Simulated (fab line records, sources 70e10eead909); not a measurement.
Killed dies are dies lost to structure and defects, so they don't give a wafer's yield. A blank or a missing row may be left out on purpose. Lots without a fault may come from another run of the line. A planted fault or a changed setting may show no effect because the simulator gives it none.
fab line records | flow nand_harc
record lots=9 wafers=27 last_day=33
route steps=1302 shown A_CHANNEL_HOLE_D1@472 A_CHANNEL_FILL_D1@493 END@1301
lots that met no fault: from a run of the same line without faults
start_h: hours from the record's first day to the start of the lot's first wafer shown | wait_h: hours since the lot's step before | " the same as in the row above | L1.1+2: a row that stands for several wafers | - no value, or no start given | * or withheld: withheld | < > ~ a bound
route shown NAME@n: a module of which the file shows steps, and the number in the route of the first | usual: mean/standard deviation of fault-free wafers | same: alike in all rows | chamber/n: place in a boat | sites: the reading at each site | _std_site: their standard deviation | _edge_site: outer sites' mean less inner sites' | radius_mm: how far each site lies from the wafer's centre | mask NAME#n: copy n | behind: the tool/chamber that last shaped the wafer | hold: why the lot was held/for how many hours/how that ended | device: the transistor (n, p or np) that didn't switch | end of line: the same wafers' tests at the end of the route | a step without rows: its recipe alone | killed: dies lost to structure and defects at the first sort, not the wafer's yield | map: a wafer's dies, x killed, . not, _ none there
set.NAME: the setting as run; set.NAME@STEP: as run at that earlier step | model.NAME: the simulator's own value behind a step, which no gauge read
steps of the route over a sample of lots; a table a step, a row a wafer
services: from which hour (start_h, from the record's first day; less than 0 if before it) a tool's chamber was out of use, for how many hours, and why
## steps
# step NHARC_A_CHANNEL_HOLE_D1_ETCH_20
# recipe bias_v=3000 source_w=withheld pressure_mtorr=20 time_s=361.9 ar_flow_sccm=375 c4f8_flow_sccm=89.3 o2_flow_sccm=35.7 temp_c=-20 target_depth_a=16000 chemistry=C4F8/O2/Ar
# usual drypump_motor_current_A=6.04/0.24 showerhead_plenum_p_Torr=3.63/0.11 throttle_valve_pct=32.155/0.0084
# same time_s=361.9
# columns lot.wafer tool chamber start_h wait_h drypump_motor_current_A rf_hours_counter_h showerhead_plenum_p_Torr throttle_valve_pct
L475.1 har_etch-01 1 212.48 0.1 5.93 100 3.50 32.166
L475.5 " 0 " " 6.35 - 3.73 32.151
L475.6 " 1 " " 5.94 - 3.50 32.166
L474.1 har_etch-01 1 216.62 0.1 5.92 103 3.50 32.156
L474.4 " 1 " " 5.92 - 3.50 32.148
L474.5 " 0 " " 6.35 - 3.73 32.155
L476.3 har_etch-02 1 226.71 0.2 5.75 - 3.75 32.161
L476.6 " 0 " " 6.03 - 3.68 32.165
L476.5 " 1 " " 5.74 - 3.75 32.137
L483.2 har_etch-01 0 303.73 0.1 6.34 146 3.70 32.153
L483.4 " 1 " " 5.94 - 3.48 32.156
L483.6 " 0 " " 6.35 - 3.70 32.150
L484.1 har_etch-01 0 307.83 0.1 6.37 150 3.70 32.146
L484.2 " 1 " " 5.91 150 3.48 32.152
L484.4 " 1 " " 5.95 - 3.48 32.161
L485.1 har_etch-02 1 326.43 0.1 5.71 382 3.72 32.155
L485.6 " 1 " " 5.72 - 3.72 32.155
L485.5 " 0 " " 6.06 - 3.65 32.167
L491.2 har_etch-01 0 379.24 0.1 6.38 192 3.68 32.160
L491.3 " 1 " " 5.93 - 3.46 32.161
L491.5 " 1 " " 5.93 - 3.45 32.157
L493.2 har_etch-01 1 395.81 0.1 5.94 207 3.45 32.151
L493.1 " 0 " " 6.34 207 3.67 32.148
L493.3 " 0 " " 6.35 - 3.67 32.154
L494.1 har_etch-01 1 410.23 0.1 5.91 215 3.44 32.178
L494.2 " 0 " " 6.37 215 3.67 32.161
L494.5 " 0 " " 6.36 - 3.67 32.171
# step NHARC_A_CHANNEL_HOLE_D1_ETCH_22
# recipe bias_v=3000 source_w=withheld pressure_mtorr=20 time_s=666.7 ar_flow_sccm=375 c4f8_flow_sccm=89.3 o2_flow_sccm=35.7 temp_c=-20 target_depth_a=16000 chemistry=C4F8/O2/Ar
# usual drypump_motor_current_A=6.04/0.24 showerhead_plenum_p_Torr=3.63/0.11 throttle_valve_pct=32.155/0.0092
# same time_s=666.7
# columns lot.wafer tool chamber start_h wait_h drypump_motor_current_A rf_hours_counter_h showerhead_plenum_p_Torr throttle_valve_pct
L475.1 har_etch-01 1 213.28 0.4 5.92 100 3.50 32.159
L475.5 " 0 " " 6.36 - 3.73 32.143
L475.6 " 1 " " 5.94 - 3.50 32.167
L474.1 har_etch-01 1 217.42 0.4 5.93 104 3.50 32.150
L474.4 " 1 " " 5.91 - 3.50 32.156
L474.5 " 0 " " 6.37 - 3.73 32.152
L476.3 har_etch-02 1 227.60 0.4 5.70 - 3.75 32.154
L476.6 " 0 " " 6.07 - 3.68 32.162
L476.5 " 1 " " 5.71 - 3.75 32.147
L483.2 har_etch-01 0 304.52 0.4 6.35 146 3.70 32.160
L483.4 " 1 " " 5.96 - 3.48 32.178
L483.6 " 0 " " 6.36 - 3.70 32.156
L484.1 har_etch-01 0 308.58 0.4 6.37 150 3.70 32.145
L484.2 " 1 " " 5.93 150 3.48 32.163
L484.4 " 1 " " 5.92 - 3.48 32.131
L485.1 har_etch-02 1 327.18 0.4 5.71 382 3.72 32.161
L485.6 " 1 " " 5.72 - 3.72 32.151
L485.5 " 0 " " 6.09 - 3.65 32.155
L491.2 har_etch-01 0 379.99 0.4 6.38 192 3.68 32.141
L491.3 " 1 " " 5.89 - 3.45 32.166
L491.5 " 1 " " 5.91 - 3.45 32.162
L493.2 har_etch-01 1 396.57 0.4 5.94 208 3.45 32.149
L493.1 " 0 " " 6.35 208 3.67 32.150
L493.3 " 0 " " 6.37 - 3.67 32.152
L494.1 har_etch-01 1 410.98 0.4 5.93 215 3.44 32.146
L494.2 " 0 " " 6.36 215 3.67 32.152
L494.5 " 0 " " 6.36 - 3.66 32.161
# step NHARC_A_CHANNEL_HOLE_D1_ETCH_33
# recipe bias_v=400 source_w=2000 pressure_mtorr=25 time_s=90 ar_flow_sccm=375 c4f8_flow_sccm=41.7 o2_flow_sccm=83.3 temp_c=-20 target_depth_a=4000 chemistry=C4F8/O2/Ar
# usual drypump_motor_current_A=6.04/0.24 showerhead_plenum_p_Torr=3.67/0.11 throttle_valve_pct=27.619/0.0084
# same time_s=90
# columns lot.wafer tool chamber start_h wait_h drypump_motor_current_A rf_hours_counter_h showerhead_plenum_p_Torr throttle_valve_pct
L475.1 har_etch-01 1 216.31 0.2 5.92 103 3.53 27.619
L475.5 " 0 " " 6.37 - 3.77 27.629
L475.6 " 1 " " 5.93 - 3.53 27.603
L474.1 har_etch-01 1 220.46 0.2 5.92 107 3.53 27.626
L474.4 " 1 " " 5.92 - 3.53 27.629
L474.5 " 0 " " 6.35 - 3.77 27.622
L476.3 har_etch-02 1 230.52 0.2 5.70 - 3.79 27.621
L476.6 " 0 " " 6.07 - 3.72 27.615
L476.5 " 1 " " 5.72 - 3.79 27.626
L483.2 har_etch-01 0 307.56 0.2 6.35 149 3.74 27.618
L483.4 " 1 " " 5.94 - 3.51 27.617
L483.6 " 0 " " 6.35 - 3.74 27.618
L484.1 har_etch-01 0 311.67 0.2 6.36 153 3.74 27.619
L484.2 " 1 " " 5.93 153 3.51 27.610
L484.4 " 1 " " 5.93 - 3.51 27.622
L485.1 har_etch-02 1 330.28 0.2 5.71 385 3.76 27.622
L485.6 " 1 " " 5.73 - 3.76 27.621
L485.5 " 0 " " 6.05 - 3.68 27.624
L491.2 har_etch-01 0 383.10 0.2 6.35 195 3.72 27.608
L491.3 " 1 " " 5.91 - 3.49 27.613
L491.5 " 1 " " 5.95 - 3.49 27.627
L493.2 har_etch-01 1 399.68 0.2 5.90 211 3.48 27.620
L493.1 " 0 " " 6.36 211 3.71 27.622
L493.3 " 0 " " 6.34 - 3.71 27.627
L494.1 har_etch-01 1 - - 5.92 218 3.47 27.633
L494.2 " 0 " " 6.36 218 3.70 27.609
L494.5 " 0 " " 6.35 - 3.70 27.616
# step NHARC_A_CHANNEL_HOLE_D1_XSEM_31
# recipe landing_energy_ev=35000
# usual bot_cd_nm=74.4/1 bow_nm=8.63/0.29 tilt_deg=0.09/0.044
# same landing_energy_ev=35000
# columns lot.wafer tool chamber start_h wait_h bot_cd_nm bow_nm tilt_deg
L475.1 xsem-01 0 217.90 0.1 75.9 8.47 0.14
L475.5 " 0 " " 76.5 8.41 0.14
L475.6 " 0 " " 76.4 8.41 0.14
L474.1 xsem-02 0 222.07 0.1 73.8 8.32 0.16
L474.4 " 0 " " 75.7 8.28 0.16
L474.5 " 0 " " 74.3 8.30 0.16
L476.3 xsem-02 0 232.06 0.1 74.5 9.41 0.11
L476.5 " 0 " " 73.2 9.50 0.11
L476.6 " 0 " " 75.1 9.50 0.11
L483.2 xsem-02 0 309.25 0.1 73.7 8.61 0.06
L483.4 " 0 " " 74.4 14.32 0.05
L483.6 " 0 " " 73.9 8.57 0.05
L483.2 xsem-02 0 - - 75.1 - 0.09
L483.4 " 0 " " 75.6 - 0.09
L483.6 " 0 " " 75.5 - 0.09
L484.1 xsem-01 0 317.40 0.1 76.0 8.59 0.05
L484.2 " 0 " " 75.3 14.68 0.04
L484.4 " 0 " " 75.2 14.65 0.05
L484.1 xsem-01 0 - - 76.1 - 0.05
L484.2 " 0 " " 75.4 - 0.05
L484.4 " 0 " " 75.1 - 0.05
L485.1 xsem-02 0 331.92 0.1 73.2 7.94 0.06
L485.5 " 0 " " 74.7 7.94 0.06
L485.6 " 0 " " 75.5 7.93 0.06
L491.2 xsem-02 0 384.74 0.1 74.9 8.64 0.05
L491.3 " 0 " " 75.6 8.70 0.04
L491.5 " 0 " " 76.0 8.82 0.04
L493.1 xsem-02 0 401.31 0.1 74.9 8.92 0.06
L493.2 " 0 " " 73.1 8.94 0.06
L493.3 " 0 " " 73.2 8.94 0.06
L494.1 xsem-02 0 415.70 0.1 74.0 8.59 0.09
L494.2 " 0 " " 74.8 8.58 0.09
L494.5 " 0 " " 74.7 8.62 0.09
# step NHARC_A_CHANNEL_FILL_D1_ALD_03
# recipe target_thk_a=60 pulse_time_s=60 ald_cycles=58 temp_c=630 pressure_torr=2 material=SiNx
# usual precursor_pulse_height_rel=1.002/0.02
# columns lot.wafer tool chamber start_h wait_h precursor_pulse_height_rel
L475.1 ald_sin_batch-01 0 - - 1.004
L475.5 " 0 " " 1.026
L475.6 " 0 " " 0.994
L474.1 ald_sin_batch-01 0 - - 0.961
L474.4 " 0 " " 1.008
L474.5 " 0 " " 0.980
L476.3 ald_sin_batch-02 0 - - 0.997
L476.5 " 0 " " 1.019
L476.6 " 0 " " 0.978
L483.2 ald_sin_batch-02 0 - - 0.976
L483.4 " 0 " " 0.994
L483.6 " 0 " " 0.996
L484.1 ald_sin_batch-02 0 - - 1.014
L484.2 " 0 " " 0.957
L484.4 " 0 " " 1.014
L485.1 ald_sin_batch-03 0 - - 0.993
L485.5 " 0 " " 1.006
L485.6 " 0 " " 1.028
L491.2 ald_sin_batch-01 0 - - 0.965
L491.3 " 0 " " 0.992
L491.5 " 0 " " 0.998
L493.1 ald_sin_batch-03 0 - - 0.980
L493.2 " 0 " " 1.013
L493.3 " 0 " " 1.015
L494.1 ald_sin_batch-01 0 - - 1.023
L494.2 " 0 " " 1.036
L494.5 " 0 " " 0.983
# step NHARC_END_WLT_00
# usual VT_DECK1_BOTTOM=0.870/0.0064 VT_DECK1_BOTTOM_INNER=0.871/0.0061 VT_DECK1_MEDIAN_NEAR_BOTTOM=0.871/0.0063 VT_DECK1_MEDIAN_NEAR_BOTTOM_INNER=0.872/0.0062 VT_DECK1_MIDDLE=0.883/0.0063 VT_DECK1_MIDDLE_INNER=0.883/0.0054 VT_DECK1_TOP=0.895/0.0064 VT_DECK1_TOP_INNER=0.894/0.0057 VT_DECK2_BOTTOM=0.872/0.0065 VT_DECK2_BOTTOM_INNER=0.872/0.0063 VT_DECK2_MEDIAN_NEAR_BOTTOM=0.872/0.0068 VT_DECK2_MEDIAN_NEAR_BOTTOM_INNER=0.873/0.0063 VT_DECK2_MIDDLE=0.884/0.006 VT_DECK2_MIDDLE_INNER=0.884/0.0069 VT_DECK2_TOP=0.896/0.0062 VT_DECK2_TOP_INNER=0.896/0.0058
# columns lot.wafer tool chamber start_h wait_h VT_DECK1_BOTTOM VT_DECK1_BOTTOM_INNER VT_DECK1_MEDIAN_NEAR_BOTTOM VT_DECK1_MEDIAN_NEAR_BOTTOM_INNER VT_DECK1_MIDDLE VT_DECK1_MIDDLE_INNER VT_DECK1_TOP VT_DECK1_TOP_INNER VT_DECK2_BOTTOM VT_DECK2_BOTTOM_INNER VT_DECK2_MEDIAN_NEAR_BOTTOM VT_DECK2_MEDIAN_NEAR_BOTTOM_INNER VT_DECK2_MIDDLE VT_DECK2_MIDDLE_INNER VT_DECK2_TOP VT_DECK2_TOP_INNER
L475.1 prober-01 - 584.93 0.0 0.886 0.869 0.875 0.877 0.877 0.885 0.891 0.892 0.869 0.882 0.872 0.879 0.887 0.892 0.902 0.899
L475.5 " - 586.92 2.0 0.869 0.867 0.865 0.879 0.890 0.887 0.889 0.896 0.873 0.872 0.876 0.873 0.889 0.883 0.900 0.902
L475.6 " - " " 0.875 0.876 0.869 0.878 0.886 0.881 0.900 0.899 0.875 0.869 0.871 0.876 0.891 0.886 0.904 0.906
L474.1 prober-02 - 584.97 0.1 0.866 0.881 0.873 0.867 0.877 0.887 0.890 0.893 0.881 0.875 0.870 0.868 0.881 0.881 0.897 0.895
L474.4 " - 586.48 1.6 0.875 0.872 0.876 0.871 0.883 0.884 0.887 0.892 0.877 0.874 0.862 0.880 0.888 0.896 0.903 0.899
L474.5 " - " " 0.880 0.879 0.876 0.872 0.892 0.894 0.894 0.892 0.877 0.864 0.867 0.878 0.882 0.886 0.900 0.895
L476.3 prober-01 - 621.09 1.1 0.884 0.872 0.878 0.879 0.890 0.884 0.906 0.898 0.878 0.877 0.874 0.873 0.875 0.881 0.900 0.894
L476.5 " - 622.09 2.1 0.869 0.861 0.871 0.874 0.878 0.874 0.896 0.905 0.869 0.870 0.867 0.864 0.888 0.881 0.896 0.898
L476.6 " - " " 0.879 0.869 0.880 0.879 0.885 0.879 0.892 0.902 0.867 0.874 0.872 0.876 0.883 0.882 0.894 0.897
L483.2 prober-01 - 654.68 3.3 0.865 0.861 0.870 0.865 0.875 0.875 0.889 0.880 0.857 0.865 0.866 0.871 0.880 0.879 0.891 0.893
L483.4 " - " " 0.863 0.865 0.879 0.885 0.878 0.881 0.885 0.883 0.874 0.876 0.869 0.866 0.877 0.873 0.897 0.894
L483.6 " - " " 0.860 0.864 0.862 0.871 0.881 0.880 0.892 0.886 0.880 0.872 0.868 0.880 0.882 0.880 0.891 0.894
L484.1 prober-01 - 689.14 0.0 0.875 0.867 0.879 0.873 0.887 0.880 0.894 0.897 0.872 0.864 0.868 0.866 0.885 0.884 0.899 0.900
L484.2 " - " " 0.865 0.869 0.881 0.888 0.879 0.881 0.900 0.884 0.867 0.866 0.867 0.868 0.886 0.883 0.899 0.896
L484.4 " - 690.64 1.5 0.866 0.875 0.879 0.891 0.875 0.882 0.890 0.885 0.861 0.863 0.858 0.874 0.883 0.874 0.893 0.901
L485.1 prober-02 - 731.11 0.1 0.869 0.871 0.862 0.869 0.879 0.883 0.891 0.884 0.872 0.875 0.871 0.870 0.881 0.883 0.896 0.905
L485.5 " - 733.12 2.1 0.867 0.876 0.871 0.868 0.881 0.893 0.898 0.900 0.872 0.876 0.870 0.873 0.892 0.893 0.901 0.894
L485.6 " - " " 0.875 0.877 0.870 0.871 0.891 0.883 0.892 0.888 0.868 0.871 0.869 0.869 0.888 0.887 0.893 0.893
L491.2 prober-01 - 747.48 1.7 0.873 0.877 0.874 0.881 0.892 0.885 0.906 0.901 0.870 0.873 0.877 0.873 0.884 0.886 0.893 0.899
L491.3 " - " " 0.875 0.883 0.874 0.874 0.886 0.890 0.896 0.895 0.873 0.882 0.874 0.874 0.884 0.888 0.904 0.896
L491.5 " - " " 0.872 0.877 0.882 0.869 0.898 0.890 0.897 0.895 0.877 0.875 0.866 0.872 0.880 0.874 0.906 0.904
L493.1 prober-01 - 768.00 0.0 0.868 0.869 0.871 0.869 0.871 0.884 0.896 0.893 0.873 0.878 0.872 0.877 0.893 0.899 0.893 0.896
L493.2 " - " " 0.860 0.867 0.863 0.871 0.881 0.882 0.893 0.898 0.883 0.874 0.878 0.882 0.884 0.890 0.895 0.898
L493.3 " - " " 0.857 0.866 0.866 0.860 0.870 0.879 0.887 0.893 0.874 0.879 0.877 0.886 0.884 0.890 0.892 0.907
L494.1 prober-01 - 783.10 0.0 0.874 0.875 0.874 0.875 0.886 0.878 0.899 0.894 0.871 0.867 0.873 0.877 0.877 0.890 0.891 0.900
L494.2 " - " " 0.880 0.874 0.874 0.877 0.884 0.885 0.898 0.895 0.871 0.871 0.866 0.868 0.888 0.887 0.882 0.891
L494.5 " - 785.12 2.1 0.870 0.868 0.875 0.880 0.886 0.890 0.905 0.900 0.862 0.876 0.868 0.870 0.883 0.872 0.891 0.893
## services
# columns tool chamber start_h hours kind
har_etch-01 - 259.35 1.0 repair
ald_sin_batch-02 - 266.00 26.0 pm
xsem-02 - 315.04 4.3 repair
xsem-01 - 374.00 14.0 pm
har_etch-02 - 377.00 17.0 pm
har_etch-02 0 377.00 17.0 vent_cycle
har_etch-02 1 377.00 17.0 vent_cycle
har_etch-02 0 394.00 - clean
har_etch-02 0 394.00 - consumable_replace:esc
har_etch-02 0 394.00 - consumable_replace:focus_ring
har_etch-02 1 394.00 - clean
har_etch-02 1 394.00 - consumable_replace:focus_ring
## key
first_sign step=NHARC_A_CHANNEL_HOLE_D1_XSEM_31 reading=visit direction=added
effect step=NHARC_A_CHANNEL_HOLE_D1_XSEM_31 reading=bow_nm direction=up sigmas=20 usual=8.63 struck=14.55
effect step=NHARC_END_WLT_00 reading=VT_DECK1_MEDIAN_NEAR_BOTTOM_INNER direction=up sigmas=2.5 usual=0.872 struck=0.888
met_at NHARC_A_CHANNEL_HOLE_D1_ETCH_20
struck_lots L483,L484
struck_wafers L483.4,L484.2,L484.4
tester_left_out L483,L484
not_acting_at NHARC_A_CHANNEL_HOLE_D1_ETCH_22,NHARC_A_CHANNEL_HOLE_D1_ETCH_33,NHARC_A_CHANNEL_FILL_D1_ALD_03
onset_between 216.62 303.73
fault kind=process_parameter_drift tool=har_etch-01 chamber=1 onset_h=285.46 steps=NHARC_A_CHANNEL_HOLE_D1_ETCH_20 channel=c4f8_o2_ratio offset=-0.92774 shape=step end_h=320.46 acts_in=these_recipes_only stated=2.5
# tester_left_out: of these lots the tester's yield and bins aren't shown, on N5 and GAA mostly nor the transistor test; their killed dies are dies lost to structure and defects alone, not to doping, threshold or leakage, so they don't give the yield
